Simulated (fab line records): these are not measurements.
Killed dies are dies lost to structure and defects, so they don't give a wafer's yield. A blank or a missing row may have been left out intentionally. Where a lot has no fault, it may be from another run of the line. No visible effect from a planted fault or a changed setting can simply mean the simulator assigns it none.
Matching of chambers ; flow nand harc ; NHARC_P_M0_DEP_32 on pecvd-01: 3 sister chambers
The step deposits SiCN, target thk 30 nm. 6 wafers are shown with their chamber, then 8 later ones without.

WAFERS WITH THEIR CHAMBER
wafer;chamber;heater power w (W);heater power outer w (W)
L083.4;0;509;254
L084.4;0;600;312
L088.2;2;680;386
L088.3;1;639;364
L088.6;1;617;365
L089.1;2;622;316

WAFERS WITH NO CHAMBER GIVEN
wafer;heater power w (W);heater power outer w (W)
L089.2;552;287
L089.4;564;284
L090.2;706;384
L090.3;643;378
L090.6;708;388
L094.3;651;387
L094.4;650;393
L094.5;511;253

WHICH CHAMBER EACH ONE RAN IN
wafer;from the rows above;in truth
L089.2;0;0
L089.4;0;0
L090.2;can't be placed: 2 or 1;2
L090.3;can't be placed: 1 or 2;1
L090.6;can't be placed: 2 or 1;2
L094.3;can't be placed: 1 or 2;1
L094.4;can't be placed: 1 or 2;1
L094.5;0;0
Correctly placed: 3 of 8. Cannot be placed on the basis of these rows: 5; the candidates contain the true chamber in 5. Placed wrongly: 0.
How it was worked out, from the rows above alone: a wafer's distance from a chamber is the root of the sum, over the readings, of the square of ((its reading less the chamber's mean) divided by the reading's scatter). The wafer belongs to the nearest chamber; if the next one is less than 2 further off, it can't be placed. Each chamber's mean is taken over the wafers shown for it. The scatter: the root of (the sum of the squares of (reading less its chamber's mean) over the shown wafers, divided by (wafers less chambers)).
